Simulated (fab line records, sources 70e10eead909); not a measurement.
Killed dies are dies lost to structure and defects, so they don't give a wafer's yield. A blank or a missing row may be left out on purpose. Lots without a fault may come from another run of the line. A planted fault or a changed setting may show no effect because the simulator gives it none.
fab line records | flow nand_harc
record lots=6 wafers=18 last_day=32
route steps=1302 shown THIN_TSV@1260
lots that met no fault: from a run of the same line without faults
start_h: hours from the record's first day to the start of the lot's first wafer shown | wait_h: hours since the lot's step before | " the same as in the row above | L1.1+2: a row that stands for several wafers | - no value, or no start given | * or withheld: withheld | < > ~ a bound
route shown NAME@n: a module of which the file shows steps, and the number in the route of the first | usual: mean/standard deviation of fault-free wafers | same: alike in all rows | chamber/n: place in a boat | sites: the reading at each site | _std_site: their standard deviation | _edge_site: outer sites' mean less inner sites' | radius_mm: how far each site lies from the wafer's centre | mask NAME#n: copy n | behind: the tool/chamber that last shaped the wafer | hold: why the lot was held/for how many hours/how that ended | device: the transistor (n, p or np) that didn't switch | end of line: the same wafers' tests at the end of the route | a step without rows: its recipe alone | killed: dies lost to structure and defects at the first sort, not the wafer's yield | map: a wafer's dies, x killed, . not, _ none there
set.NAME: the setting as run; set.NAME@STEP: as run at that earlier step | model.NAME: the simulator's own value behind a step, which no gauge read
lots at some steps of the route; a table a step, a row a wafer
services: from which hour (start_h, from the record's first day; less than 0 if before it) a tool's chamber was out of use, for how many hours, and why
## steps
# step NHARC_THIN_TSV_HARDBAKE_13
# recipe temp_c=125 time_s=80
# step NHARC_THIN_TSV_DESCUM_14
# recipe time_s=3 o2_flow_sccm=200 ar_flow_sccm=0 bias_power_w=0 chemistry=O2
# usual drypump_motor_current_A=5.7/0.38 mfc_ar_sccm=0.004/0.0074 oes_product_au=1.003/0.016 rf_vpp_V=57.7/0.88 showerhead_plenum_p_Torr=1.92/0.082 throttle_valve_pct=11.310/0.0088
# columns lot.wafer tool chamber start_h wait_h drypump_motor_current_A mfc_ar_sccm oes_product_au rf_hours_counter_h rf_vpp_V showerhead_plenum_p_Torr throttle_valve_pct
L857.1 rie_diel-13 2 610.32 - 6.3 0 1.028 7 57.8 2.01 11.319
L857.5 " 2 " " 6.3 0 1.030 - 56.9 2.01 11.305
L857.4 " 0 " " 4.8 0.011 0.973 - 56.0 1.95 11.320
L862.1 rie_diel-10 2 665.84 - 5.9 0 1.017 5 58.1 1.88 11.296
L862.2 " 3 " " 5.8 0 1.013 3 58.6 2.01 11.316
L862.5 " 2 " " 5.9 0 1.011 - 57.3 1.88 11.308
L861.1 rie_diel-12 1 667.00 - 5.6 0.001 1.006 2 58.0 1.98 11.317
L861.3 " 3 " " 5.9 0 0.985 2 56.9 1.84 11.333
L861.5 " 0 " " 5.7 0 0.989 - 57.1 1.78 11.321
L867.2 rie_diel-10 3 698.39 - 5.8 0 1.029 6 58.5 2.01 11.317
L867.1 " 0 " " 6.2 0 0.990 7 58.7 1.84 11.286
L867.4 " 2 " " 5.9 0 1.032 7 59.1 1.88 11.327
L869.2 rie_diel-13 3 735.08 - 5.6 0.026 1.008 1 57.4 1.84 11.307
L869.3 " 0 " " 4.8 0.011 0.992 2 57.4 1.94 11.291
L869.5 " 2 " " 6.3 0 1.024 - 57.2 2.01 11.311
L868.3 rie_diel-13 1 747.53 - 5.4 0.016 1.019 3 58.4 1.95 11.307
L868.4 " 3 " " 5.6 0.026 1.010 2 56.7 1.84 11.311
L868.6 " 1 " " 5.4 0.016 1.020 - 58.7 1.95 11.315
# step NHARC_THIN_TSV_ETCH_44
# recipe target_depth_a=15942 time_s=797.1 cf4_flow_sccm=150 o2_flow_sccm=10 ar_flow_sccm=0 rf_w=300 bias_w=800 chemistry=CF4/O2
# usual drypump_motor_current_A=5.7/0.37 mfc_ar_sccm=0.005/0.0077 oes_product_au=1.004/0.015 rf_vpp_V=794/4.6 showerhead_plenum_p_Torr=1.83/0.073 throttle_valve_pct=16.914/0.0083
# columns lot.wafer tool chamber start_h wait_h drypump_motor_current_A mfc_ar_sccm oes_product_au rf_hours_counter_h rf_vpp_V showerhead_plenum_p_Torr throttle_valve_pct
L857.1 rie_diel-13 3 610.42 0.1 5.6 0.026 1.010 7 789 1.77 16.929
L857.5 " 3 " " 5.6 0.026 1.009 - 792 1.77 16.903
L857.4 " 0 " " 4.8 0.011 0.966 - 796 1.86 16.904
L862.2 rie_diel-10 3 665.93 0.1 5.8 0 1.021 3 800 1.92 16.919
L862.1 " 2 " " 5.9 0 1.017 5 793 1.81 16.897
L862.5 " 0 " " 6.2 0 0.998 - 790 1.77 16.914
L861.3 rie_diel-12 3 667.14 0.1 5.9 0 0.998 3 791 1.76 16.907
L861.1 " 0 " " 5.7 0 0.994 2 786 1.71 16.909
L861.5 " 2 " " 5.5 0.006 0.978 - 792 1.79 16.913
L867.4 rie_diel-10 3 698.53 0.1 5.8 0 1.021 6 800 1.92 16.927
L867.1 " 0 " " 6.2 0 0.988 7 790 1.77 16.918
L867.2 " 1 " " 5.4 0.002 0.986 8 800 1.94 16.912
L869.2 rie_diel-13 2 735.26 0.2 6.3 0 1.029 0 798 1.91 16.906
L869.3 " 3 " " 5.6 0.026 1.013 1 790 1.77 16.914
L869.5 " 1 " " 5.4 0.016 1.009 - 796 1.87 16.917
L868.4 rie_diel-13 0 747.67 0.1 4.8 0.011 0.998 3 796 1.86 16.909
L868.3 " 1 " " 5.4 0.016 1.025 3 796 1.87 16.907
L868.6 " 0 " " 4.8 0.011 1.006 - 797 1.86 16.923
# step NHARC_THIN_TSV_ETCH_15
# recipe target_depth_a=30000 bosch_target_overetch_cycles=2 bosch_etch_step_s=2.8 bosch_dep_step_s=1.2 bosch_cycles=14
# usual drypump_motor_current_A=5.7/0.59
# columns lot.wafer tool chamber start_h wait_h drypump_motor_current_A rf_hours_counter_h
L857.4 rie_si-01 1 611.12 - 5.6 0.3
L857.1 " 2 " " 5.4 0.3
L857.5 " 1 " " 5.6 -
L862.1 rie_si-06 1 666.51 - 6.2 0.4
L862.2 " 2 " " 5.3 0.3
L862.5 " 1 " " 6.2 -
L861.1 rie_si-02 3 667.65 - 4.7 0.3
L861.3 " 2 " " 5.6 0.3
L861.5 " 0 " " 6.4 -
L867.2 rie_si-02 3 699.05 - 4.8 0.5
L867.1 " 0 " " 6.4 0.4
L867.4 " 2 " " 5.6 0.5
L869.2 rie_si-01 1 735.72 - 5.6 0
L869.3 " 3 " " 5.4 0
L869.5 " 2 " " 5.4 -
L868.4 rie_si-01 2 748.18 - 5.3 0.0
L868.3 " 3 " " 5.4 0.0
L868.6 " 2 " " 5.3 -
# step NHARC_THIN_TSV_CD_MEAS_16
# usual cd_nm=998/3.1
# columns lot.wafer tool chamber start_h wait_h cd_nm
L857.1 cd_sem-02 - 611.25 0.1 996
L857.4 " - " " 996
L857.5 " - " " 999
L862.1 cd_sem-02 - 666.64 0.1 1001
L862.2 " - " " 1001
L862.5 " - " " 1002
L861.1 cd_sem-02 - 667.79 0.1 992
L861.3 " - " " 994
L861.5 " - " " 996
L867.1 cd_sem-01 - 699.19 0.1 993
L867.2 " - " " 992
L867.4 " - " " 998
L869.2 cd_sem-01 - 735.86 0.1 1001
L869.3 " - " " 1002
L869.5 " - " " 1002
L868.3 cd_sem-01 - 748.33 0.1 1005
L868.4 " - " " 999
L868.6 " - " " 1001
# step NHARC_THIN_TSV_STRIP_45
# recipe power_w=1500 temp_c=250 chemistry=O2
# usual drypump_motor_current_A=5.68/0.2 heater_power_w=312/31
# columns lot.wafer tool chamber start_h wait_h drypump_motor_current_A heater_power_w rf_hours_counter_h
L857.1 plasma_asher-01 0 611.32 0.1 5.64 282 17
L857.4 " 0 " " 5.64 275 -
L857.5 " 0 " " 5.64 278 -
L862.2 plasma_asher-02 1 666.72 0.1 5.94 346 12
L862.1 " 0 " " 5.47 284 12
L862.5 " 0 " " 5.49 285 -
L861.1 plasma_asher-02 0 667.87 0.1 5.46 285 12
L861.3 " 1 " " 5.96 341 -
L861.5 " 1 " " 5.96 339 -
L867.2 plasma_asher-02 1 699.30 0.1 5.94 342 19
L867.1 " 0 " " 5.48 279 19
L867.4 " 1 " " 5.94 343 -
L869.2 plasma_asher-01 1 735.93 0.1 5.58 346 4
L869.3 " 1 " " 5.58 346 -
L869.5 " 1 " " 5.60 346 -
L868.3 plasma_asher-01 0 748.49 0.2 5.65 291 -
L868.4 " 1 " " 5.57 344 -
L868.6 " 1 " " 5.60 348 -
# step NHARC_THIN_TSV_STRIP_46
# recipe time_s=1200 temp_c=72.5 chemistry=post_etch_residue_remover
# step NHARC_THIN_TSV_DEP_47
# recipe target_thk_a=2000 temp_c=withheld pressure_torr=6.5 rf_w=900 teos_flow_sccm=161.4 flow_sccm=2650 target_thk_nm=200 gas=O2 material=SiO2
# step NHARC_THIN_TSV_ETCHBACK_48
# recipe target_depth_a=10285 over_etch_frac=0.3 time_s=405.17 ion_energy_ev=250 c4f8_flow_sccm=withheld ar_flow_sccm=withheld rf_w=600 bias_w=300 chemistry=C4F8/Ar
# usual oes_product_au=0.95/0.036 rf_vpp_V=547/3.2
# same over_etch_frac=0.3
# columns lot.wafer tool chamber start_h wait_h oes_product_au rf_hours_counter_h rf_vpp_V
L857.4 rie_diel-12 2 612.71 0.4 0.93 7 546
L857.1 " 3 " " 0.92 8 544
L857.5 " 1 " " 0.92 - 551
L862.1 rie_diel-10 0 672.31 - 0.91 5 544
L862.2 " 2 " " 0.94 6 548
L862.5 " 1 " " 0.92 - 553
L861.3 rie_diel-13 3 672.33 - 0.94 11 543
L861.1 " 1 " " 0.93 10 549
L861.5 " 3 " " 0.94 - 545
L867.1 rie_diel-10 2 700.51 - 0.95 8 545
L867.4 " 0 " " 0.91 7 543
L867.2 " 1 " " 0.92 8 552
L869.2 rie_diel-12 1 737.21 - 0.98 4 550
L869.3 " 2 " " 0.99 5 545
L869.5 " 0 " " 1.00 - 542
L868.3 rie_diel-12 2 749.59 - 0.92 5 545
L868.4 " 3 " " 0.93 5 544
L868.6 " 3 " " 0.92 - 543
# step NHARC_THIN_TSV_STRIP_62
# recipe power_w=1500 temp_c=250 time_s=20 chemistry=N2/H2
# step NHARC_THIN_TSV_DEGAS_49
# recipe temp_c=300 time_s=120
# step NHARC_THIN_TSV_PRE_CLEAN_50
# recipe time_s=30 temp_c=280 gas=H2/He
# step NHARC_THIN_TSV_PVD_19
# recipe target_thk_a=200 chamber_pressure_pa=5 material=TaN
# usual chamber_pressure_pa=5.000/0.01 throttle_valve_pct=29.4/0.84
# columns lot.wafer tool chamber start_h wait_h chamber_pressure_pa throttle_valve_pct
L857.1 pvd_sputter-01 - 613.37 - 4.998 28.1
L857.4 " - " " 5.001 29.3
L857.5 " - " " 4.992 28.9
L862.1 pvd_sputter-03 - 673.04 - - -
L862.2 " - " " - -
L862.5 " - " " - -
L861.3 pvd_sputter-03 - 673.29 - - -
L861.1 " - " " - -
L861.5 " - " " - -
L867.4 pvd_sputter-03 - 701.52 - 5.011 29.0
L867.1 " - " " 4.992 28.9
L867.2 " - " " 5.000 29.9
L869.2 pvd_sputter-02 - 737.84 - 5.003 28.9
L869.3 " - " " 5.004 28.8
L869.5 " - " " 4.995 29.2
L868.4 pvd_sputter-03 - 750.28 - 5.013 30.1
L868.3 " - " " 4.993 28.7
L868.6 " - " " 4.994 30.0
# step NHARC_THIN_TSV_PVD_51
# recipe target_thk_a=1000 chamber_pressure_pa=5 material=Cu
## services
# columns tool chamber start_h hours kind
rie_diel-12 - 587.70 0.2 repair
rie_diel-12 0 592.10 1.7 repair
rie_diel-10 - 596.50 9.0 pm
rie_diel-12 2 598.78 8.2 repair
rie_diel-13 - 600.54 0.5 repair
plasma_asher-02 - 603.00 9.0 pm
rie_diel-13 1 609.40 2.8 repair
rie_diel-12 - 622.47 9.0 pm
rie_si-01 - 622.76 0.1 repair
rie_diel-10 3 632.25 6.7 repair
rie_diel-10 0 635.37 3.6 repair
rie_si-01 2 650.73 4.3 repair
rie_diel-13 - 651.88 0.9 repair
rie_diel-12 0 691.65 2.1 repair
rie_diel-13 - 696.00 9.0 pm
plasma_asher-01 - 697.01 9.0 pm
pvd_sputter-03 - 704.08 10.0 pm
rie_diel-10 0 704.27 7.6 repair
rie_diel-13 2 710.11 16.1 repair
rie_diel-12 0 710.66 5.4 repair
rie_diel-13 3 722.73 3.2 repair
rie_si-01 - 724.00 9.0 pm
rie_diel-12 1 726.78 1.8 repair
rie_si-01 3 748.91 13.4 repair
## key
first_sign step=NHARC_THIN_TSV_PVD_19 reading=tool_record direction=missing
effect none on later readings
met_at NHARC_THIN_TSV_PVD_19
struck_wafers L861.1,L861.3,L861.5,L862.1,L862.2,L862.5
later_rows_left_out L861.1,L861.3,L861.5,L862.1,L862.2,L862.5
sort_left_out L861.1,L861.3,L861.5,L862.1,L862.2,L862.5
fault kind=skipped_step_whole tool=pvd_sputter-03 chamber=- onset_h=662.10 steps=NHARC_THIN_TSV_PVD_19 scope=struck_lots_only
# sort_left_out: the simulated sort isn't trusted on such a fault, so these wafers' sort isn't shown, and their yield isn't known
# later_rows_left_out: the simulator's readings of these wafers behind a module that went badly wrong aren't trusted and aren't shown, but for the sort
